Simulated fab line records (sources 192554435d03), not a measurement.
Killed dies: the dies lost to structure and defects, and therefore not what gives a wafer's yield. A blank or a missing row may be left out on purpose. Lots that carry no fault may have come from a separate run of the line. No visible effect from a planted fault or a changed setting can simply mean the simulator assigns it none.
The tool behind it: which one? | flow n5Finfet | 36 wafers from 12 lots sampled at 5 of the route's 1938 steps

## WHAT EACH GAUGE READ, for each wafer
The record lacks any reading of a measuring or inspecting step that a usual standard deviation could be used to judge.

## WHICH TOOL RAN EACH LOT (tool, then ch and the chambers of the sampled wafers, then the start)
lot  | N5_BEOL_M5_SURFACE_TREAT_87 | N5_BEOL_M5_CVD_47               | N5_BEOL_M5_ANNEAL_82        | N5_BEOL_M5_ANNEAL_84        | N5_PASSIVATION_PROBE_49
L273 | pvdSputter-02, day 8 20:10  | cvdCo-01 ch 0,1,2, day 8 20:14  | pvdSputter-03, day 8 21:40  | pvdSputter-03, day 8 22:46  | prober-01, day 13 03:50
L274 | pvdSputter-03, day 9 09:34  | cvdCo-02 ch 0,2, day 9 09:52    | pvdSputter-01, day 9 11:11  | pvdSputter-01, day 9 12:17  | prober-01, day 13 05:48
L275 | pvdSputter-02, day 9 16:57  | cvdCo-02 ch 1,2, day 9 17:01    | pvdSputter-02, day 9 18:24  | pvdSputter-02, day 9 19:29  | prober-02, day 13 20:58
L277 | pvdSputter-01, day 9 23:48  | cvdCo-01 ch 0,1, day 9 23:52    | pvdSputter-01, day 10 01:13 | pvdSputter-01, day 10 02:17 | prober-01, day 14 06:28
L278 | pvdSputter-03, day 10 00:21 | cvdCo-01 ch 1,2, day 10 00:30   | pvdSputter-03, day 10 01:49 | pvdSputter-03, day 10 02:54 | prober-02, day 14 06:11
L279 | pvdSputter-01, day 10 05:25 | cvdCo-01 ch 1,2, day 10 05:28   | pvdSputter-02, day 10 06:47 | pvdSputter-02, day 10 07:53 | prober-02, day 14 08:07
L280 | pvdSputter-02, day 10 15:00 | cvdCo-01 ch 0,1,2, day 10 15:04 | pvdSputter-02, day 10 16:25 | pvdSputter-02, day 10 17:29 | prober-02, day 14 16:20
L282 | pvdSputter-02, day 11 02:22 | cvdCo-02 ch 1,2, day 11 02:27   | pvdSputter-03, day 11 03:53 | pvdSputter-03, day 11 04:59 | prober-01, day 15 10:13
L283 | pvdSputter-01, day 11 21:47 | cvdCo-01 ch 0,1,2, day 11 21:55 | pvdSputter-02, day 11 23:23 | pvdSputter-02, day 12 00:29 | prober-02, day 15 22:15
L284 | pvdSputter-03, day 12 02:30 | cvdCo-02 ch 0,1, day 12 02:34   | pvdSputter-02, day 12 03:59 | pvdSputter-02, day 12 05:04 | prober-01, day 16 07:02
L287 | pvdSputter-02, day 12 14:47 | cvdCo-01 ch 0,1,2, day 12 14:52 | pvdSputter-01, day 12 16:16 | pvdSputter-01, day 12 17:21 | prober-01, day 16 18:22
L289 | pvdSputter-01, day 13 00:37 | cvdCo-01 ch 0,1,2, day 13 00:41 | pvdSputter-01, day 13 02:08 | pvdSputter-01, day 13 03:13 | prober-01, day 17 18:13
- N5_BEOL_M5_SURFACE_TREAT_87
- N5_BEOL_M5_CVD_47: deposits Co from CCTBA/H2, target thk 3 nm, time 216 s.
- N5_BEOL_M5_ANNEAL_82: time 1800 s.
- N5_BEOL_M5_ANNEAL_84: time 1800 s.
- N5_PASSIVATION_PROBE_49

## AS READ BY THE TOOLS THEMSELVES (means over the sampled wafers that have a number; for cases with no such wafer, the mark the record gives instead)
N5_BEOL_M5_CVD_47.
lot  | tool     | runLengthS (s)
L273 | cvdCo-01 | 238.4
L274 | cvdCo-02 | 238.8
L275 | cvdCo-02 | 239.4
L277 | cvdCo-01 | 238.4
L278 | cvdCo-01 | 238.6
L279 | cvdCo-01 | 238.7
L280 | cvdCo-01 | 238.6
L282 | cvdCo-02 | 239.4
L283 | cvdCo-01 | 238.8
L284 | cvdCo-02 | 238.5
L287 | cvdCo-01 | 305.0
L289 | cvdCo-01 | 271.6

N5_BEOL_M5_ANNEAL_82.
lot  | tool          | heaterPowerW (W)
L273 | pvdSputter-03 | 857
L274 | pvdSputter-01 | 759
L275 | pvdSputter-02 | 802
L277 | pvdSputter-01 | 829
L278 | pvdSputter-03 | 875
L279 | pvdSputter-02 | 806
L280 | pvdSputter-02 | 846
L282 | pvdSputter-03 | 904
L283 | pvdSputter-02 | 860
L284 | pvdSputter-02 | 790
L287 | pvdSputter-01 | 860
L289 | pvdSputter-01 | 755

N5_BEOL_M5_ANNEAL_84.
lot  | tool          | heaterPowerW (W)
L273 | pvdSputter-03 | 865
L274 | pvdSputter-01 | 745
L275 | pvdSputter-02 | 784
L277 | pvdSputter-01 | 808
L278 | pvdSputter-03 | 866
L279 | pvdSputter-02 | 810
L280 | pvdSputter-02 | 830
L282 | pvdSputter-03 | 880
L283 | pvdSputter-02 | 866
L284 | pvdSputter-02 | 799
L287 | pvdSputter-01 | 865
L289 | pvdSputter-01 | 763

N5_PASSIVATION_PROBE_49.
lot  | tool      | defectLimitedYield (%) | killed_at_M0_to_M3 | killed_at_M4_up | killedAtContacts | killedAtFrontEnd | killedAtOther | killedDies | killedOnRim | killedOpen | killedShort | sort_bin_5_function (%) | sort_bin_6_memory (%) | sortNPass | sortYieldPct (%)
L273 | prober-01 | 91.5                   | 34                 | 10              | 9                | 45               | 2.3           | 100        | 10          | 62         | 37          | 5.2                     | 3.0                   | 1080      | 91.5
L274 | prober-01 | 90.4                   | 29                 | 16              | 12               | 54               | 2.3           | 114        | 14          | 79         | 35          | 6.1                     | 3.4                   | 1066      | 90.4
L275 | prober-02 | 91.4                   | 23                 | 22              | 8                | 45               | 3.0           | 101        | 16          | 70         | 29          | 4.9                     | 3.4                   | 1079      | 91.4
L277 | prober-01 | 93.6                   | 21                 | 10              | 11               | 32               | 2.3           | 76         | 8           | 50         | 25          | 3.7                     | 2.6                   | 1104      | 93.6
L278 | prober-02 | 89.7                   | 36                 | 18              | 14               | 53               | 1.0           | 122        | 22          | 85         | 37          | 6.2                     | 3.9                   | 1058      | 89.7
L279 | prober-02 | 90.5                   | 35                 | 17              | 17               | 38               | 4.7           | 113        | 15          | 72         | 38          | 5.9                     | 3.3                   | 1067      | 90.5
L280 | prober-02 | 91.9                   | 26                 | 12              | 16               | 38               | 4.3           | 96         | 12          | 66         | 29          | 4.7                     | 3.1                   | 1084      | 91.9
L282 | prober-01 | 91.2                   | 28                 | 10              | 8                | 49               | 8.3           | 104        | 12          | 71         | 32          | 5.3                     | 3.3                   | 1076      | 91.2
L283 | prober-02 | 92.0                   | 42                 | 9               | 5                | 35               | 4.3           | 95         | 15          | 58         | 35          | 4.8                     | 2.9                   | 1085      | 92.0
L284 | prober-01 | 93.0                   | 18                 | 13              | 13               | 33               | 5.7           | 83         | 11          | 55         | 28          | 4.1                     | 2.8                   | 1097      | 93.0
L287 | prober-01 | 88.9                   | 46                 | 15              | 10               | 51               | 8.3           | 130        | 19          | 87         | 43          | 6.1                     | 4.3                   | 1050      | 88.9
L289 | prober-01 | 92.0                   | 27                 | 14              | 13               | 34               | 5.3           | 94         | 11          | 59         | 33          | 4.7                     | 2.9                   | 1086      | 92.0

## THE ANSWER, worked out from the rows above alone
Rule: what is usual is taken from the lots themselves. The widest of any qualifying gaps counts: lots, ordered by their means at a reading, are off when they make up no more than a third of the lots, leave a main group of 4 or more, and stand apart from it by 3 or more times the standard deviation of that group's means. A main group is skipped when, at the precision printed for the reading in the tables above, its means are all equal. Also off: a lot with no number at a reading for which 4 or more lots have one. The other lots that the step has rows for count as sound. The gauges are gone through in route order, then the tools' own readings, and for those a lot's mean is taken as printed above. At the first step where some lot is off, the reading lying furthest off is the one used; lots without a number count as furthest.
Off at N5_BEOL_M5_CVD_47 (runLengthS): L287, L289. The main group: mean 238.8 s, standard deviation 0.35.
A tool fits if, at that step or a process step before it, it ran every lot that is off, and no sound lot after the first of them. One fits: N5_BEOL_M5_CVD_47 on cvdCo-01. Its last sound lot is L283 (day 11 21:55), its first lot that is off L287 (day 12 14:52): a fault that began between those two fits.
The tool's own readings at N5_BEOL_M5_CVD_47 bear it out: on the lots that are off they differ by more than 5 times the standard deviation of the sound lots' means. runLengthS reads 288.3 s there against 238.8 s on the sound lots.

## WHAT THE SIMULATOR PUT IN
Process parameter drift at N5_BEOL_M5_CVD_47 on cvdCo-01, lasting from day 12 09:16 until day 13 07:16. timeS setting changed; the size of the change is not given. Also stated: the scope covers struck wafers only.
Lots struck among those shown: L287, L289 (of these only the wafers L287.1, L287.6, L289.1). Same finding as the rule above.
